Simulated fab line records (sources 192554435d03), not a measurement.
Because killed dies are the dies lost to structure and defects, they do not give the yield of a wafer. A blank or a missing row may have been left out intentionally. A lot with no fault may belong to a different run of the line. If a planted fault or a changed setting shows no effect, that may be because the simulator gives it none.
Which tool was responsible? | flow n5Finfet | 72 wafers from 24 lots sampled at 4 of the route's 1938 steps

== WHAT THE GAUGES SHOWED, per wafer ==
N5_BEOL_M11_CD_MEAS_11: the cd target is 64.1 nm.
lot  | measured     | on       | cdNm (nm)
L074 | day 9 23:59  | cdSem-02 | 63.6 63.6 63.7
L076 | day 10 11:20 | cdSem-01 | 64.3 63.8 64.2
L075 | day 11 02:44 | cdSem-02 | 63.8 64.5 63.8
L077 | day 11 13:30 | cdSem-01 | 64.2 63.4 63.4
L078 | day 11 21:25 | cdSem-03 | 63.9 63.6 63.8
L079 | day 12 07:22 | cdSem-01 | 64.1 63.6 63.9
L080 | day 12 12:46 | cdSem-02 | 62.8 63.2 63.7
L083 | day 12 21:41 | cdSem-01 | 64.5 64.0 64.8
L081 | day 13 04:27 | cdSem-02 | 64.3 63.7 63.5
L082 | day 13 04:39 | cdSem-02 | 63.6 63.5 64.0
L084 | day 13 15:05 | cdSem-02 | 64.4 63.9 63.8
L085 | day 14 02:01 | cdSem-01 | 64.9 64.4 64.4
L086 | day 14 07:53 | cdSem-03 | 63.7 63.9 63.8
L089 | day 14 08:03 | cdSem-03 | 64.1 64.0 64.5
L087 | day 14 11:06 | cdSem-02 | 64.4 64.5 64.5
L088 | day 14 14:04 | cdSem-03 | 64.0 63.9 64.4
L090 | day 14 21:23 | cdSem-01 | 63.9 64.7 63.8
L092 | day 15 01:03 | cdSem-02 | 64.5 64.6 64.2
L093 | day 15 03:06 | cdSem-02 | 63.7 64.2 64.3
L091 | day 15 10:20 | cdSem-01 | 64.2 65.1 64.1
L095 | day 16 06:28 | cdSem-01 | 63.9 63.3 63.6
L094 | day 16 06:41 | cdSem-03 | 64.1 64.8 63.3
L097 | day 16 22:21 | cdSem-01 | 64.0 64.1 63.2
L096 | day 17 09:03 | cdSem-03 | 63.9 63.2 62.8

N5_BEOL_M11_INSPECT_30: inspects for defects (brightfield).
lot  | measured     | on               | rawDefectCount
L074 | day 10 01:05 | defectInspect-02 | 382 498 466
L076 | day 10 12:44 | defectInspect-01 | 504 414 434
L075 | day 11 07:11 | defectInspect-01 | 305 339 445
L077 | day 11 15:35 | defectInspect-01 | 571 709 531
L078 | day 11 23:42 | defectInspect-01 | 350 412 404
L079 | day 12 08:37 | defectInspect-01 | 490 439 411
L080 | day 12 15:29 | defectInspect-02 | 526 666 396
L083 | day 12 23:33 | defectInspect-02 | 340 436 429
L081 | day 13 08:34 | defectInspect-01 | 480 490 392
L082 | day 13 08:43 | defectInspect-02 | 477 315 434
L084 | day 13 17:20 | defectInspect-02 | 369 546 367
L085 | day 14 03:46 | defectInspect-01 | 459 458 386
L086 | day 14 09:11 | defectInspect-02 | 370 363 336
L089 | day 14 09:35 | defectInspect-02 | 484 615 495
L087 | day 14 12:29 | defectInspect-02 | 359 472 378
L088 | day 14 15:44 | defectInspect-02 | 362 375 383
L090 | day 14 23:35 | defectInspect-01 | 414 416 424
L092 | day 15 04:27 | defectInspect-01 | 488 524 503
L093 | day 15 04:41 | defectInspect-02 | 403 334 464
L091 | day 15 13:30 | defectInspect-01 | 448 456 510
L095 | day 16 09:35 | defectInspect-02 | 583 549 568
L094 | day 16 09:02 | defectInspect-02 | 660 460 560
L097 | day 16 23:58 | defectInspect-01 | 436 606 485
L096 | day 17 10:59 | defectInspect-02 | 351 367 334

== WHICH TOOL RAN EACH LOT (tool, then ch and the chambers of the sampled wafers, then the start) ==
lot  | N5_BEOL_M11_ETCH_61               | N5_BEOL_M11_STRIP_19
L074 | rieDiel-06 ch 0,1,3, day 10 00:12 | rieDiel-05 ch 0,1,3, day 10 00:33
L076 | rieDiel-05 ch 0,2,3, day 10 11:39 | rieDiel-06 ch 1,2, day 10 12:11
L075 | rieDiel-05 ch 0,1, day 11 02:52   | rieDiel-03 ch 0,1,2, day 11 03:13
L077 | rieDiel-03 ch 0,1,3, day 11 13:37 | rieDiel-03 ch 0,3, day 11 13:58
L078 | rieDiel-03 ch 0,1,3, day 11 21:33 | rieDiel-03 ch 0,1,3, day 11 21:54
L079 | rieDiel-03 ch 0,2,3, day 12 07:52 | rieDiel-05 ch 2,3, day 12 08:13
L080 | rieDiel-05 ch 1,2,3, day 12 12:53 | rieDiel-03 ch 0,2,3, day 12 13:17
L083 | rieDiel-06 ch 2,3, day 12 21:49   | rieDiel-03 ch 0,2, day 12 22:14
L081 | rieDiel-06 ch 0,2,3, day 13 04:34 | rieDiel-06 ch 1,2, day 13 04:55
L082 | rieDiel-05 ch 2,3, day 13 04:46   | rieDiel-05 ch 1,2,3, day 13 05:07
L084 | rieDiel-03 ch 0,2,3, day 13 15:13 | rieDiel-03 ch 0,1,3, day 13 15:40
L085 | rieDiel-03 ch 0,1,3, day 14 02:08 | rieDiel-06 ch 1,2,3, day 14 02:29
L086 | rieDiel-03 ch 0,1, day 14 08:01   | rieDiel-05 ch 1,2,3, day 14 08:31
L089 | rieDiel-03 ch 0,1, day 14 08:20   | rieDiel-06 ch 1,2, day 14 08:55
L087 | rieDiel-05 ch 1,2,3, day 14 11:14 | rieDiel-06 ch 1,3, day 14 11:34
L088 | rieDiel-05 ch 1,2,3, day 14 14:11 | rieDiel-03 ch 1,3, day 14 14:32
L090 | rieDiel-05 ch 1,3, day 14 21:31   | rieDiel-03 ch 0,2,3, day 14 21:52
L092 | rieDiel-06 ch 1,2,3, day 15 01:22 | rieDiel-06 ch 1,3, day 15 01:43
L093 | rieDiel-06 ch 1,2, day 15 03:13   | rieDiel-05 ch 0,1,2, day 15 03:34
L091 | rieDiel-06 ch 1,2, day 15 10:28   | rieDiel-03 ch 0,2, day 15 10:50
L095 | rieDiel-06 ch 0,2, day 16 06:35   | rieDiel-06 ch 1,3, day 16 07:03
L094 | rieDiel-06 ch 0,1,3, day 16 06:50 | rieDiel-03 ch 0,1,3, day 16 07:11
L097 | rieDiel-03 ch 1,2,3, day 16 22:36 | rieDiel-06 ch 1,3, day 16 22:57
L096 | rieDiel-03 ch 1,2,3, day 17 09:10 | rieDiel-06 ch 2,3, day 17 09:32
- N5_BEOL_M11_ETCH_61: etches SiARC in CF4, target depth 39 nm, time 65 s.
- N5_BEOL_M11_STRIP_19: strips in O2.

== WHAT THE TOOLS THEMSELVES READ (means of the sampled wafers that have a number; where no wafer has one, the mark that the record gives instead) ==
N5_BEOL_M11_ETCH_61.
lot  | tool       | drypumpMotorCurrentA (A) | etchRfOnTimeS (s) | oesProductAu (a.u.) | rfVppV (V) | showerheadPlenumPTorr (Torr) | throttleValvePct (%)
L074 | rieDiel-06 | 5.4                      | 64.8              | 0.75                | 184.5      | 2.17                         | 15.57
L076 | rieDiel-05 | 5.4                      | 65.2              | 0.64                | 185.1      | 2.14                         | 15.75
L075 | rieDiel-05 | 4.9                      | 64.9              | 0.63                | 183.0      | 2.11                         | 15.75
L077 | rieDiel-03 | 5.6                      | 64.6              | 0.69                | 184.6      | 2.13                         | 15.53
L078 | rieDiel-03 | 5.6                      | 64.4              | 0.69                | 184.6      | 2.13                         | 15.54
L079 | rieDiel-03 | 5.8                      | 64.8              | 0.65                | 183.9      | 2.15                         | 15.57
L080 | rieDiel-05 | 5.4                      | 65.0              | 0.68                | 184.1      | 2.12                         | 15.59
L083 | rieDiel-06 | 5.6                      | 63.2              | 0.70                | 183.4      | 2.13                         | 15.66
L081 | rieDiel-06 | 5.5                      | 64.9              | 0.68                | 183.5      | 2.12                         | 15.73
L082 | rieDiel-05 | 5.7                      | 64.6              | 0.66                | 184.3      | 2.15                         | 15.80
L084 | rieDiel-03 | 5.8                      | 64.5              | 0.66                | 184.9      | 2.15                         | 15.60
L085 | rieDiel-03 | 5.6                      | 63.4              | 0.68                | 184.4      | 2.12                         | 15.57
L086 | rieDiel-03 | 5.5                      | 64.1              | 0.69                | 184.4      | 2.13                         | 15.41
L089 | rieDiel-03 | 5.5                      | 65.1              | 0.69                | 184.8      | 2.13                         | 15.41
L087 | rieDiel-05 | 5.4                      | 65.2              | 0.66                | 183.8      | 2.12                         | 15.61
L088 | rieDiel-05 | 5.4                      | 64.9              | 0.66                | 183.9      | 2.12                         | 15.63
L090 | rieDiel-05 | 5.2                      | 66.0              | 0.65                | 183.1      | 2.12                         | 15.46
L092 | rieDiel-06 | 5.5                      | 64.2              | 0.71                | 184.8      | 2.16                         | 15.59
L093 | rieDiel-06 | 5.8                      | 64.3              | 0.67                | 184.6      | 2.18                         | 15.67
L091 | rieDiel-06 | 5.7                      | 65.4              | 0.69                | 185.4      | 2.22                         | 15.56
L095 | rieDiel-06 | 5.5                      | 64.4              | 0.76                | 182.5      | 2.12                         | 15.57
L094 | rieDiel-06 | 5.4                      | 64.8              | 0.76                | 183.6      | 2.15                         | 15.50
L097 | rieDiel-03 | 5.4                      | 65.3              | 0.61                | 184.5      | 2.15                         | 15.68
L096 | rieDiel-03 | 5.4                      | 65.1              | 0.61                | 184.4      | 2.15                         | 15.68

N5_BEOL_M11_STRIP_19.
lot  | tool       | drypumpMotorCurrentA (A) | oesProductAu (a.u.) | rfVppV (V) | showerheadPlenumPTorr (Torr) | throttleValvePct (%)
L074 | rieDiel-05 | 5.1                      | 0.77                | 3.7        | 2.07                         | 16.62
L076 | rieDiel-06 | 5.7                      | 0.87                | 3.2        | 2.19                         | 16.55
L075 | rieDiel-03 | 5.7                      | 0.79                | 3.6        | 2.11                         | 16.44
L077 | rieDiel-03 | 5.7                      | 0.78                | 3.9        | 2.07                         | 16.75
L078 | rieDiel-03 | 5.6                      | 0.80                | 3.5        | 2.08                         | 16.58
L079 | rieDiel-05 | 5.5                      | 0.76                | 3.8        | 2.10                         | 16.62
L080 | rieDiel-03 | 5.8                      | 0.77                | 3.6        | 2.10                         | 16.60
L083 | rieDiel-03 | 5.9                      | 0.75                | 3.5        | 2.12                         | 16.46
L081 | rieDiel-06 | 5.8                      | 0.81                | 4.1        | 2.15                         | 16.70
L082 | rieDiel-05 | 5.4                      | 0.78                | 3.5        | 2.07                         | 16.63
L084 | rieDiel-03 | 5.6                      | 0.79                | 3.1        | 2.08                         | 16.62
L085 | rieDiel-06 | 5.6                      | 0.85                | 3.2        | 2.12                         | 16.65
L086 | rieDiel-05 | 5.4                      | 0.77                | 3.7        | 2.07                         | 16.66
L089 | rieDiel-06 | 5.7                      | 0.83                | 3.9        | 2.18                         | 16.61
L087 | rieDiel-06 | 5.6                      | 0.89                | 3.9        | 2.16                         | 16.55
L088 | rieDiel-03 | 5.2                      | 0.76                | 3.2        | 2.10                         | 16.67
L090 | rieDiel-03 | 5.8                      | 0.75                | 3.3        | 2.09                         | 16.63
L092 | rieDiel-06 | 5.5                      | 0.87                | 3.7        | 2.16                         | 16.55
L093 | rieDiel-05 | 5.2                      | 0.86                | 3.7        | 2.06                         | 16.67
L091 | rieDiel-03 | 5.9                      | 0.73                | 3.3        | 2.12                         | 16.49
L095 | rieDiel-06 | 5.3                      | 0.86                | 3.9        | 2.10                         | 16.62
L094 | rieDiel-03 | 5.6                      | 0.77                | 3.9        | 2.07                         | 16.66
L097 | rieDiel-06 | 5.5                      | 0.85                | 4.0        | 2.15                         | 16.59
L096 | rieDiel-06 | 5.4                      | 0.81                | 3.2        | 2.06                         | 16.74

== THE ANSWER, worked out from the rows above alone ==
Rule: the usual values come from the lots themselves. The widest of any qualifying gaps counts: lots, ordered by their means at a reading, are off when they make up no more than a third of the lots, leave a main group of 4 or more, and stand apart from it by 3 or more times the standard deviation of that group's means. A main group is skipped when, at the precision printed for the reading in the tables above, its means are all equal. Also off: a lot with no number at a reading for which 4 or more lots have one. The other lots that the step has rows for count as sound. The gauges are gone through in route order, then the tools' own readings, and for those a lot's mean is taken as printed above. At the first step where some lot is off, the reading lying furthest off is the one used; lots without a number count as furthest.
No lot is off at any reading shown: from this, nothing can be told.

== WHAT HAD BEEN PUT IN BY THE SIMULATOR ==
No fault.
